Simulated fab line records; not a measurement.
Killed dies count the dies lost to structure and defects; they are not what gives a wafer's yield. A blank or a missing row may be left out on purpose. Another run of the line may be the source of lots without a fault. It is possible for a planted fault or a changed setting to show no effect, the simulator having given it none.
A sampling plan put to the test	flow n5Finfet	one fab line, 73 faults that these records tell of, each judged on the records of the lots that it struck; 1 more is left out, because the records don't allow judging it
What counts as the plan is the set of the line's own looks, namely the steps on the route at which a gauge or an inspection reads a wafer and does not change it. Where struck wafers have a number at a look and the file lists that look's usual mean and standard deviation on fault-free wafers, the look can be judged. Caught: the struck wafers' mean, at a look after the fault's first step, is 4 or more of those standard deviations (sigma) away from the usual mean. On the tool: the same test on the tool's own readings at the fault's steps. Also counted as caught: the struck wafers showing another recipe, or a record that is empty for them alone.

## THE FAULTS, as the simulator had put them in
1. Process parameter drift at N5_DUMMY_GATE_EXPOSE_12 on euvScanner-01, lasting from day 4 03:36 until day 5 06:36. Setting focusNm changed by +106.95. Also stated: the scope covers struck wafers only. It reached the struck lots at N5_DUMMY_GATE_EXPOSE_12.
2. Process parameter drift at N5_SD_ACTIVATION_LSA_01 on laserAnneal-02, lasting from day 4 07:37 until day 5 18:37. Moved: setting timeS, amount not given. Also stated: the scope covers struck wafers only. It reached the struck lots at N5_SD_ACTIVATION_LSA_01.
3. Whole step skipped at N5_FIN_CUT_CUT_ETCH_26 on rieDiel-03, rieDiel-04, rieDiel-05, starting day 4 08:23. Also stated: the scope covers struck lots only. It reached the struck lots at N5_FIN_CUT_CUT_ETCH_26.
4. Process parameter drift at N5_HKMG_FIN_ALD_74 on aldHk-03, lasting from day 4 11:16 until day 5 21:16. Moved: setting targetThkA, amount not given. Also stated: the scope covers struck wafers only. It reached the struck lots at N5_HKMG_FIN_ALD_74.
5. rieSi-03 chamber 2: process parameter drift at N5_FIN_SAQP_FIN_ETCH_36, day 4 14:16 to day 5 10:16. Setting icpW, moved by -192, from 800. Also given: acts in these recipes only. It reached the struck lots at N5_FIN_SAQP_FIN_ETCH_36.
6. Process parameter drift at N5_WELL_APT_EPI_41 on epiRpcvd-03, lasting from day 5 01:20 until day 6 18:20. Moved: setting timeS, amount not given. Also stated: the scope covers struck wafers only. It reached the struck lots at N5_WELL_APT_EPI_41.
7. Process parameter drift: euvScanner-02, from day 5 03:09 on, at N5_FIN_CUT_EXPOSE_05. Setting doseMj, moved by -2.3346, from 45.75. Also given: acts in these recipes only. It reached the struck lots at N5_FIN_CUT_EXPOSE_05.
8. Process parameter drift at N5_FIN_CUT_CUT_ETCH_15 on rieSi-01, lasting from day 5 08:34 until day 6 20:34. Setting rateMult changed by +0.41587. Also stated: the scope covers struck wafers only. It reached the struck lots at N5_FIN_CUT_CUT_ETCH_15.
9. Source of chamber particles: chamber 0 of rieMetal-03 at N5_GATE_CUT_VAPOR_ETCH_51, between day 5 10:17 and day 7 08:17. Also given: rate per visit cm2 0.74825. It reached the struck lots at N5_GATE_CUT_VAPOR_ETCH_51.
10. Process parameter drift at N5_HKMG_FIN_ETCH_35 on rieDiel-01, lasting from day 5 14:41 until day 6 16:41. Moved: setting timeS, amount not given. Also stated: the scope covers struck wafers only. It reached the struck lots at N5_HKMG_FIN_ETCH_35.
11. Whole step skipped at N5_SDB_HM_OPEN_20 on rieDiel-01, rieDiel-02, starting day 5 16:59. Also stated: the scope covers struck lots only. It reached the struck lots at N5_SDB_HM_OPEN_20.
12. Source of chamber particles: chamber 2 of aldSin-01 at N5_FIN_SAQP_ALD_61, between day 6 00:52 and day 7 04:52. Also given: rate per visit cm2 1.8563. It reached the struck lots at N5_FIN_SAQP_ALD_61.
13. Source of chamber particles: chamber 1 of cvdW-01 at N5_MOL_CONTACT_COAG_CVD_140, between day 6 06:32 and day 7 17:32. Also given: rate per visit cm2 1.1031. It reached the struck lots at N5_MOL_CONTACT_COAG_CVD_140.
14. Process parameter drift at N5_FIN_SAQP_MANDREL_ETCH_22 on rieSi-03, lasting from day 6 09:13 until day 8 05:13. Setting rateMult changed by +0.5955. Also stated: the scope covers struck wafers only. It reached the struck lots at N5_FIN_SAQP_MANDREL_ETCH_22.
15. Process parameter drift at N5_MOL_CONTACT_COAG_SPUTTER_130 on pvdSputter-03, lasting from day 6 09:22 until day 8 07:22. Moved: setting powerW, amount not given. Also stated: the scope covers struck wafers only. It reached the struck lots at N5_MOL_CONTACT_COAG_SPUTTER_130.
16. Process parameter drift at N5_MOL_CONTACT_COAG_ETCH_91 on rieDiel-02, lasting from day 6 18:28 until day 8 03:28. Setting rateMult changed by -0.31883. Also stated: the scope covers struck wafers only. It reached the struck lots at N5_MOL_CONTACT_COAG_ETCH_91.
17. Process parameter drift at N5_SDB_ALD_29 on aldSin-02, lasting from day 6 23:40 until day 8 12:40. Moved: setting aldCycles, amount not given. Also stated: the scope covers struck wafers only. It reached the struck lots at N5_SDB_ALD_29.
18. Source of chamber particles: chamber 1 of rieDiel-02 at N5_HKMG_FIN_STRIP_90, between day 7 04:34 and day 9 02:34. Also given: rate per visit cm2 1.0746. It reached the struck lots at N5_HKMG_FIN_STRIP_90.
19. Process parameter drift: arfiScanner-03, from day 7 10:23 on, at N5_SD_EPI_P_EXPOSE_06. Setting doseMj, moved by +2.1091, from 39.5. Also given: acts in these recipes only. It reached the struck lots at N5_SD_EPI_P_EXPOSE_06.
20. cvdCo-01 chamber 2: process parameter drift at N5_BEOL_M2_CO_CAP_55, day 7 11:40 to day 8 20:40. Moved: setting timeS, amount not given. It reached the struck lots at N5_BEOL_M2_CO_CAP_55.
21. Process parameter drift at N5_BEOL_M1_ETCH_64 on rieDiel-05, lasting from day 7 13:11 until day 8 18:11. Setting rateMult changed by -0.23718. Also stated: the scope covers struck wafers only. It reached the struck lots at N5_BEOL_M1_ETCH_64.
22. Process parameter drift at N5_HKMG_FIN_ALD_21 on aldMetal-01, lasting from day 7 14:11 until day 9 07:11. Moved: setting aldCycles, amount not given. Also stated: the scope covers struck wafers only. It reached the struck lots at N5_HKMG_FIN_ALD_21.
23. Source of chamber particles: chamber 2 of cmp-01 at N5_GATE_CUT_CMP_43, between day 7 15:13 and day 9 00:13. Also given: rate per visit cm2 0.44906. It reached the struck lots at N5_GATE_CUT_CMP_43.
24. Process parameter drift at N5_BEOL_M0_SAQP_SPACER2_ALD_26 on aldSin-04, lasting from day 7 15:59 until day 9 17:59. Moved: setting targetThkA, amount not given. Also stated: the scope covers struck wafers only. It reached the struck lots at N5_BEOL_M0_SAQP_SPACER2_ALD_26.
25. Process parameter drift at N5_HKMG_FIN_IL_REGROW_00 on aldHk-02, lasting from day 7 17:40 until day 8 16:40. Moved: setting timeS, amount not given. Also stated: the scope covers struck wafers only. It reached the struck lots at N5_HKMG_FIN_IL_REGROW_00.
26. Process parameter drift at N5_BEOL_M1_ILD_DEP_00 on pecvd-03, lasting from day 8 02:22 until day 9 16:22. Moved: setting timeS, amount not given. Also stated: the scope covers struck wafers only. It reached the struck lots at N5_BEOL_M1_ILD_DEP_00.
27. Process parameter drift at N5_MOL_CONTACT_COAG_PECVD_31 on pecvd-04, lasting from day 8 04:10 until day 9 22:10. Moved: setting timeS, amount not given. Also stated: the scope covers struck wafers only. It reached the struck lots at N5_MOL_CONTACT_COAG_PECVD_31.
28. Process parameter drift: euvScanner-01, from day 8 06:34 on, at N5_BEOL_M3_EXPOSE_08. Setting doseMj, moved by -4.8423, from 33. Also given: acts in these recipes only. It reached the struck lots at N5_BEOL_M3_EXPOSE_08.
29. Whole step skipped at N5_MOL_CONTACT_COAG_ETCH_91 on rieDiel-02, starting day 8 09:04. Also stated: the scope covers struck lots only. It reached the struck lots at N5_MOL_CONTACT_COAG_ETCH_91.
30. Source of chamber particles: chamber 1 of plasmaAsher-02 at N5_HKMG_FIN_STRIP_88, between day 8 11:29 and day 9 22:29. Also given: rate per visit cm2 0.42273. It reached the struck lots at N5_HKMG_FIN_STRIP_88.
31. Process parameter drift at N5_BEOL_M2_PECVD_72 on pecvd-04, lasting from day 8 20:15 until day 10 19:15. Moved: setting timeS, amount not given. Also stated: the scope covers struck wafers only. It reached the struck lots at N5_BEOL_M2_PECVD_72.
32. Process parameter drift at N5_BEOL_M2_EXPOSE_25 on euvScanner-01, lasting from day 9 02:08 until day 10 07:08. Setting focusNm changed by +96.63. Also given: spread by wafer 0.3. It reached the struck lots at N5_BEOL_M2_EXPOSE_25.
33. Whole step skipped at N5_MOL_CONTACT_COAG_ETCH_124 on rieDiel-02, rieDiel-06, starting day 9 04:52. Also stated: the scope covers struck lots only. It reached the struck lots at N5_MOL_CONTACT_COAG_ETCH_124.
34. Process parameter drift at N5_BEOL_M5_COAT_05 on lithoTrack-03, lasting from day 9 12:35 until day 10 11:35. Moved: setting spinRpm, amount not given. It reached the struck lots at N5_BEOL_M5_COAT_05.
35. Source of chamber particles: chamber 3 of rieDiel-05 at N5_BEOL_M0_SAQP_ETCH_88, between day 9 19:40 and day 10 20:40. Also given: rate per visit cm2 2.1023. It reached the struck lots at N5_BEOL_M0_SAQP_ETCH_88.
36. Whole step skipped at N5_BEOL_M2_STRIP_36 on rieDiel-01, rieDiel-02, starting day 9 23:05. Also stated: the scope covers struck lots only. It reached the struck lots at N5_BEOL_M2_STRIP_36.
37. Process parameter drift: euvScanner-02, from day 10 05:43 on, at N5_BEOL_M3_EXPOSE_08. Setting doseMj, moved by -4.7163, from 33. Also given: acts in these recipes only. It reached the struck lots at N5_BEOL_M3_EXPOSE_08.
38. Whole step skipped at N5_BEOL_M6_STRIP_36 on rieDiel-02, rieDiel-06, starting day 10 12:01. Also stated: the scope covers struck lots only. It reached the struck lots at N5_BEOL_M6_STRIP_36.
39. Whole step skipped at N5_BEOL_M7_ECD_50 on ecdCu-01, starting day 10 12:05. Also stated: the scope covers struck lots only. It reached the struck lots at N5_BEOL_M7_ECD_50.
40. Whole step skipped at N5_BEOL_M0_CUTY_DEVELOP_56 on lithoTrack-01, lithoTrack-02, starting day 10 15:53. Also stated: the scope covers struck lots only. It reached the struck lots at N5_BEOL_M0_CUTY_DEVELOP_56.
41. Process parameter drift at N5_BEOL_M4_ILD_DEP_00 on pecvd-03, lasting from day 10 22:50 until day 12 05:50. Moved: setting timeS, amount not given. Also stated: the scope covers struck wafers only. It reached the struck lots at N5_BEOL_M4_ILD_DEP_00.
42. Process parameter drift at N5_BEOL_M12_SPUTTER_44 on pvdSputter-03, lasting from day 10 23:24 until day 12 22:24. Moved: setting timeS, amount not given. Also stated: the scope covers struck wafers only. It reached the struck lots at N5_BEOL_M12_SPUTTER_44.
43. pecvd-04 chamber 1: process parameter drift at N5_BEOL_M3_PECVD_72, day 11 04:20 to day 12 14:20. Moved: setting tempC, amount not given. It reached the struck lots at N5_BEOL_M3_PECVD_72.
44. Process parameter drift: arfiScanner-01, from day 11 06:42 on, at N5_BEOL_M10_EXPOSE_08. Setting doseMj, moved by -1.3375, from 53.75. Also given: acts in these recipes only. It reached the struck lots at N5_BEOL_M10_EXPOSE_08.
45. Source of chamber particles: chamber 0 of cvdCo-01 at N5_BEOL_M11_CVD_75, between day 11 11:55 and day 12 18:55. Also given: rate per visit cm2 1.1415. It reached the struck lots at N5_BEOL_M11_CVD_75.
46. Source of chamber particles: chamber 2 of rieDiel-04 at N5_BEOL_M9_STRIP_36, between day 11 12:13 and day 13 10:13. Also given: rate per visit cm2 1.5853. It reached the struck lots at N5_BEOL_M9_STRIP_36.
47. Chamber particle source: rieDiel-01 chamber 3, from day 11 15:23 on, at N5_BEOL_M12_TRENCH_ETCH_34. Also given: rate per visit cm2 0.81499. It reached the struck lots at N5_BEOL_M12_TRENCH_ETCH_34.
48. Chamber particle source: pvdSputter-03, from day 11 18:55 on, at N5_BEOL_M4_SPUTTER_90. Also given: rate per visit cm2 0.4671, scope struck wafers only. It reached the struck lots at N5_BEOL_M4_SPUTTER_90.
49. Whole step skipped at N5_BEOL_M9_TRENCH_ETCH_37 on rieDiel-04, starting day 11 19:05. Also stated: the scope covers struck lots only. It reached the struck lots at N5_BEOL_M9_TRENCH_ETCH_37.
50. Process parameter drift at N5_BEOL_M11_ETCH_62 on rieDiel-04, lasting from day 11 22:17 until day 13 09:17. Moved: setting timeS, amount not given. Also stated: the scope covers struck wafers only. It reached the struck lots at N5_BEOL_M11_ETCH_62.
51. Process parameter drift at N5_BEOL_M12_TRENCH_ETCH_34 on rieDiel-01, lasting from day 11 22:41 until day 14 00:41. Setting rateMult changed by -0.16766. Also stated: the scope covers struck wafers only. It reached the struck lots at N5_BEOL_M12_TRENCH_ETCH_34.
52. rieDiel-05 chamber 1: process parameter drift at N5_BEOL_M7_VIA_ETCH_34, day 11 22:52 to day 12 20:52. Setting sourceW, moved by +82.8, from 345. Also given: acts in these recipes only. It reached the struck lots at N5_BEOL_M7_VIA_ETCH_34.
53. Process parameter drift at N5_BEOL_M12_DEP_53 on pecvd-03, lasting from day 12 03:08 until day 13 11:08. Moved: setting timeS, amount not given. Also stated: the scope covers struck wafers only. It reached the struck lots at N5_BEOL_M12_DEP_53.
54. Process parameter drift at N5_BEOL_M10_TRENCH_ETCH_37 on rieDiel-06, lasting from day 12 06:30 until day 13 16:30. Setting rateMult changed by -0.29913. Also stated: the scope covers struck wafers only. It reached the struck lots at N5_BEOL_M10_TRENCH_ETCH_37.
55. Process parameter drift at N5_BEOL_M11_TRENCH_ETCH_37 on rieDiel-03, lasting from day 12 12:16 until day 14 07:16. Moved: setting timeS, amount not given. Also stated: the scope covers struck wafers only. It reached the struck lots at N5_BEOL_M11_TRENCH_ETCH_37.
56. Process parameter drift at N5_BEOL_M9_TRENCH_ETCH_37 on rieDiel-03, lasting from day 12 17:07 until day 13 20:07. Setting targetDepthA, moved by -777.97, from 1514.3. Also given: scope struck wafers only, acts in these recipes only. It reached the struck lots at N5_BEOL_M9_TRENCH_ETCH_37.
57. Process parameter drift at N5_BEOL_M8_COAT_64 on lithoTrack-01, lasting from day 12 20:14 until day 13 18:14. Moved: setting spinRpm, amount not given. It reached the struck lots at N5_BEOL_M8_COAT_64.
58. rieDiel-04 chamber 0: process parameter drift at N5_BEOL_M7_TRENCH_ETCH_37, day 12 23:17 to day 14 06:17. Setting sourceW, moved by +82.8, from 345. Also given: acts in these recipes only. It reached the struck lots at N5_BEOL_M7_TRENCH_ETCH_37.
59. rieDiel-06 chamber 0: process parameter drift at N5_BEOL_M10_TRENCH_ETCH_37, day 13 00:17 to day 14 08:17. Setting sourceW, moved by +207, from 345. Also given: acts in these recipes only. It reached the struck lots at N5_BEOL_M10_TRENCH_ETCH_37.
60. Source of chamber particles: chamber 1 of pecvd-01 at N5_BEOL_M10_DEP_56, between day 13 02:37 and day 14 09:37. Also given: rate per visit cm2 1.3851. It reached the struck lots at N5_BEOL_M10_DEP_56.
61. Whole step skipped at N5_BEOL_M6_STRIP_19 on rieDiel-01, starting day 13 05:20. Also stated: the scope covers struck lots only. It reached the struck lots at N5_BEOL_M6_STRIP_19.
62. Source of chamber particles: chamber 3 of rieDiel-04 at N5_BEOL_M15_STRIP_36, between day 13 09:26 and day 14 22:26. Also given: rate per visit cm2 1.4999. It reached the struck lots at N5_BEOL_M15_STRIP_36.
63. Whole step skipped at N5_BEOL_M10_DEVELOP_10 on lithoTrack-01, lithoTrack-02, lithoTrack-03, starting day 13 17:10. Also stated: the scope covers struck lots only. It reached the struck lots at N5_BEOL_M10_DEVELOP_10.
64. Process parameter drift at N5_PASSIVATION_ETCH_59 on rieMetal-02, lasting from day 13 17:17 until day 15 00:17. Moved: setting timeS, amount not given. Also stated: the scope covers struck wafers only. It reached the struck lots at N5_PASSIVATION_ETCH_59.
65. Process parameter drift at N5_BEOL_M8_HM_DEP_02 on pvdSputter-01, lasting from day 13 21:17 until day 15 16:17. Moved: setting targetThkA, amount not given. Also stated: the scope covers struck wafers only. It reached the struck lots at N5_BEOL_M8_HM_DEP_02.
66. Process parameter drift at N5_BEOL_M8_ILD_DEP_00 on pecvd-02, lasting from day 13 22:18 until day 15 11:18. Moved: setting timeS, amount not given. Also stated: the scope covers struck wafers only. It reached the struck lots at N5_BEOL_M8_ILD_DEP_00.
67. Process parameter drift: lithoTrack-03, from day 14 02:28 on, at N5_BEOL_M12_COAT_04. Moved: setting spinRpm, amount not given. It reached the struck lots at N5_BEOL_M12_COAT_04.
68. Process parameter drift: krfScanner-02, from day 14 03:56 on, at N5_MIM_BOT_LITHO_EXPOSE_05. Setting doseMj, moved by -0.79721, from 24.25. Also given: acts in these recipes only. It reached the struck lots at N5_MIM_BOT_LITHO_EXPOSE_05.
69. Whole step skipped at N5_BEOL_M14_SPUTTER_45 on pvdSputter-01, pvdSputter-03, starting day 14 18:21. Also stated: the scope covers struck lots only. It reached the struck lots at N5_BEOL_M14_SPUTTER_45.
70. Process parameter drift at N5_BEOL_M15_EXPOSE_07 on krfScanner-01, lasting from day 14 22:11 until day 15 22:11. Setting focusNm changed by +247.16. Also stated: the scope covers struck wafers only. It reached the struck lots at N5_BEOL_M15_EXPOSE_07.
71. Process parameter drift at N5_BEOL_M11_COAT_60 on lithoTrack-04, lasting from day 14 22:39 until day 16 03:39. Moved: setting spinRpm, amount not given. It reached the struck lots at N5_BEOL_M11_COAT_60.
72. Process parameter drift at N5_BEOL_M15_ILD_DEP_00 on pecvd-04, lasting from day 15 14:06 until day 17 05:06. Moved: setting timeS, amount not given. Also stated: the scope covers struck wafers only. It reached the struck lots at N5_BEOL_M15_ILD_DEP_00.
73. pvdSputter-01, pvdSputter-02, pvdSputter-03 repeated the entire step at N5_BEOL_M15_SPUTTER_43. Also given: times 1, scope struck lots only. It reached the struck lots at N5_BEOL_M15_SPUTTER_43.

## WHAT THE PLAN SAW
fault	on the tool itself	first look that catches it	reading, sigma	median hours from its first step to that look	hours from the fault's start to the first struck lot there	judged looks passed uncaught
1	no reading that can be judged	none of the 4 looks that can be judged after it	-	-	-	4
2	under 2 sigma	N5_SD_ACTIVATION_RS_MEAS_03	RS_SD_N -5.4	0.2	7	0
3	the tool's record is blank for the struck wafers	no look after it can be judged	-	-	-	0
4	under 2 sigma	N5_BEOL_M4_RC_MEAS_101	IOFF_P_LONG +21	88.9	93	0
5	rfFwdPowerW -76 sigma	N5_FIN_SAQP_OCD_MEAS_76	trenchDepthNm -7.8	0.2	4	0
6	runLengthS -19 sigma	N5_BEOL_M4_RC_MEAS_101	CJ_P -10	146.2	177	0
7	exposureDoseMJCm2 -20 sigma	none of the 2 looks that can be judged after it	strongest: cdNm at N5_FIN_CUT_CD_MEAS_08, -3.2	-	-	2
8	only faintly: oesProductAu +3.5 sigma	not the one look that can be judged after it	-	-	-	1
9	under 2 sigma	no look after it can be judged	-	-	-	0
10	runLengthS -96 sigma	not the one look that can be judged after it	-	-	-	1
11	the tool's record is blank for the struck wafers	no look after it can be judged	-	-	-	0
12	under 2 sigma	N5_FIN_SAQP_INSPECT_18	rawDefectCount +11	1.3	17	1
13	under 2 sigma	no look after it can be judged	-	-	-	0
14	under 2 sigma	none of the 2 looks that can be judged after it	-	-	-	2
15	cathodeDcPowerW -99 or beyond sigma	not the one look that can be judged after it	strongest: SS_N at N5_BEOL_M4_RC_MEAS_101, -2.0	-	-	1
16	under 2 sigma	no look after it can be judged	-	-	-	0
17	under 2 sigma	not the one look that can be judged after it	-	-	-	1
18	under 2 sigma	no look after it can be judged	-	-	-	0
19	exposureDoseMJCm2 +47 sigma	none of the 2 looks that can be judged after it	strongest: cdNm at N5_SD_EPI_P_CD_MEAS_09, +3.2	-	-	2
20	runLengthS -76 sigma	not the one look that can be judged after it	-	-	-	1
21	under 2 sigma	not the one look that can be judged after it	-	-	-	1
22	under 2 sigma	not the one look that can be judged after it	-	-	-	1
23	only faintly: motorCurrentA +2.7 sigma	not the one look that can be judged after it	-	-	-	1
24	under 2 sigma	N5_BEOL_M0_SAQP_CD_MEAS_29	cdNm +61	0.8	6	0
25	no reading that can be judged	N5_BEOL_M4_RC_MEAS_101	IGATE_P +6.8	91.3	94	0
26	under 2 sigma	N5_BEOL_M1_THK_MEAS_01	M1_ILD_THK +35	0.1	6	0
27	no reading that can be judged	N5_MOL_CONTACT_COAG_THK_MEAS_53	VIA_MOL_THK -51	3.5	7	1
28	exposureDoseMJCm2 -99 or beyond sigma	N5_BEOL_M3_CD_MEAS_11	cdNm -13	0.1	2	0
29	the tool's record is blank for the struck wafers	no look after it can be judged	-	-	-	0
30	under 2 sigma	no look after it can be judged	-	-	-	0
31	under 2 sigma	not the one look that can be judged after it	-	-	-	1
32	exposureDoseMJCm2 +90 sigma	N5_BEOL_M2_CD_MEAS_28	cdNm -40	0.1	20	0
33	the tool's record is blank for the struck wafers	not the one look that can be judged after it	-	-	-	1
34	spinSpeedRpm -99 or beyond sigma	none of the 3 looks that can be judged after it	-	-	-	3
35	under 2 sigma	none of the 2 looks that can be judged after it	strongest: VT_P at N5_BEOL_M4_RC_MEAS_101, +2.3	-	-	2
36	the tool's record is blank for the struck wafers	no look after it can be judged	-	-	-	0
37	exposureDoseMJCm2 -90 sigma	N5_BEOL_M3_CD_MEAS_11	cdNm -11	0.1	4	0
38	the tool's record is blank for the struck wafers	no look after it can be judged	-	-	-	0
39	no reading that can be judged	no look after it can be judged	-	-	-	0
40	no reading that can be judged	no look after it can be judged	-	-	-	0
41	under 2 sigma	N5_BEOL_M4_THK_MEAS_01	M4_ILD_THK +25	0.1	20	0
42	under 2 sigma	no look after it can be judged	-	-	-	0
43	susceptorTempC -59 sigma	not the one look that can be judged after it	-	-	-	1
44	exposureDoseMJCm2 -22 sigma	no look after it can be judged	-	-	-	0
45	no reading that can be judged	no look after it can be judged	-	-	-	0
46	under 2 sigma	not the one look that can be judged after it	-	-	-	1
47	under 2 sigma	not the one look that can be judged after it	-	-	-	1
48	under 2 sigma	none of the 3 looks that can be judged after it	-	-	-	3
49	the tool's record is blank for the struck wafers	N5_BEOL_M9_OCD_MEAS_38	trenchDepthNm -46	0.2	2	0
50	under 2 sigma	no look after it can be judged	-	-	-	0
51	under 2 sigma	N5_BEOL_M12_OCD_MEAS_35	trenchDepthNm -12	0.2	1	0
52	rfFwdPowerW +55 sigma	no look after it can be judged	-	-	-	0
53	under 2 sigma	not the one look that can be judged after it	-	-	-	1
54	only faintly: oesProductAu -2.2 sigma	N5_BEOL_M10_OCD_MEAS_38	trenchDepthNm -23	0.2	2	0
55	only faintly: runLengthS +3.8 sigma	none of the 2 looks that can be judged after it	strongest: trenchDepthNm at N5_BEOL_M11_OCD_MEAS_38, +2.8	-	-	2
56	under 2 sigma	N5_BEOL_M9_OCD_MEAS_38	trenchDepthNm -23	0.2	13	0
57	spinSpeedRpm -44 sigma	no look after it can be judged	-	-	-	0
58	rfFwdPowerW +41 sigma	N5_BEOL_M7_OCD_MEAS_38	trenchDepthNm +5.1	0.2	13	0
59	rfFwdPowerW +99 or beyond sigma	N5_BEOL_M10_OCD_MEAS_38	trenchDepthNm +16	0.2	12	0
60	under 2 sigma	N5_BEOL_M10_INSPECT_58	rawDefectCount +42	0.1	19	0
61	the tool's record is blank for the struck wafers	no look after it can be judged	-	-	-	0
62	under 2 sigma	none of the 2 looks that can be judged after it	-	-	-	2
63	no reading that can be judged	no look after it can be judged	-	-	-	0
64	under 2 sigma	no look after it can be judged	-	-	-	0
65	under 2 sigma	N5_BEOL_M8_OCD_MEAS_38	trenchDepthNm -7.5	3.7	44	0
66	under 2 sigma	N5_BEOL_M8_THK_MEAS_01	M8_ILD_THK +44	0.9	7	0
67	spinSpeedRpm -55 sigma	no look after it can be judged	-	-	-	0
68	exposureDoseMJCm2 -32 sigma	not the one look that can be judged after it	strongest: cdNm at N5_MIM_BOT_LITHO_CD_MEAS_08, -3.1	-	-	1
69	the tool's record is blank for the struck wafers	N5_BEOL_M14_RS_MEAS_54	M14_RS +99 or beyond	1.1	4	0
70	under 2 sigma	N5_BEOL_M15_CD_MEAS_10	cdNm +12	0.2	5	0
71	spinSpeedRpm +99 or beyond sigma	no look after it can be judged	-	-	-	0
72	runLengthS +99 or beyond sigma	N5_BEOL_M15_THK_MEAS_01	M15_ILD_THK +10	0.2	9	0
73	under 2 sigma	no look after it can be judged	-	-	-	0
A dash: the fault isn't caught, or these records don't give the number.

Caught at a look: 25 of 73. Caught on the tool: 30 of 73. By one or the other: 45 of 73.
Faults 3, 7, 10, 11, 15, 19, 20, 29, 33, 34, 36, 38, 43, 44, 52, 57, 61, 67, 68, 71 were caught on the tool alone.
Caught at a look alone: faults 2, 4, 12, 24, 25, 26, 27, 41, 51, 54, 56, 60, 65, 66, 70.
Caught by neither: faults 1, 8, 9, 13, 14, 16, 17, 18, 21, 22, 23, 30, 31, 35, 39, 40, 42, 45, 46, 47, 48, 50, 53, 55, 62, 63, 64, 73.

## THINNER SAMPLING
Were the look that catches a fault to measure just every second or every third lot (counted by lot number), the first struck lot would, at worst, be measured this late:
fault	struck lots at that look, in order of time	every lot	every second lot	every third lot
2	L227, L229, L231	7 h	may miss all 3	30 h
4	L360, L361	93 h	94 h	may miss all 2
5	L700	4 h	may miss it	may miss it
6	L257, L259	177 h	may miss all 2	may miss all 2
12	L843	17 h	may miss it	may miss it
24	L796, L801, L804	6 h	32 h	may miss all 3
25	L991, L993, L994	94 h	113 h	may miss all 3
26	L600, L603	6 h	23 h	may miss all 2
27	L774, L775	7 h	8 h	may miss all 2
28	L816, L817	2 h	5 h	may miss all 2
32	L777, L778	20 h	25 h	may miss all 2
37	L571, L572, L573	4 h	5 h	17 h
41	L118	20 h	may miss it	may miss it
49	L824, L825	2 h	3 h	may miss all 2
51	L660, L663, L665	1 h	21 h	may miss all 3
54	L895	2 h	may miss it	may miss it
56	L957, L958	13 h	19 h	may miss all 2
58	L963	13 h	may miss it	may miss it
59	L565, L567	12 h	may miss all 2	may miss all 2
60	L616, L618	19 h	may miss all 2	may miss all 2
65	L444	44 h	may miss it	may miss it
66	L228, L232, L233	7 h	30 h	30 h
69	L528, L529	4 h	8 h	may miss all 2
70	L877, L880	5 h	22 h	may miss all 2
72	L314, L313, L315	9 h	12 h	30 h
Hours are from the fault's start to the first struck lot that is measured. The test against the limit of 4 sigma pooled every struck wafer, which means one lot taken alone may stay below that limit. Other struck lots may not be in these records.

## THE LONGEST TIMED WAY FROM STEP TO LOOK
For fault 6, N5_WELL_APT_EPI_41 and N5_BEOL_M4_RC_MEAS_101 are separated by a median of 146.2 hours. No look between them can be judged.
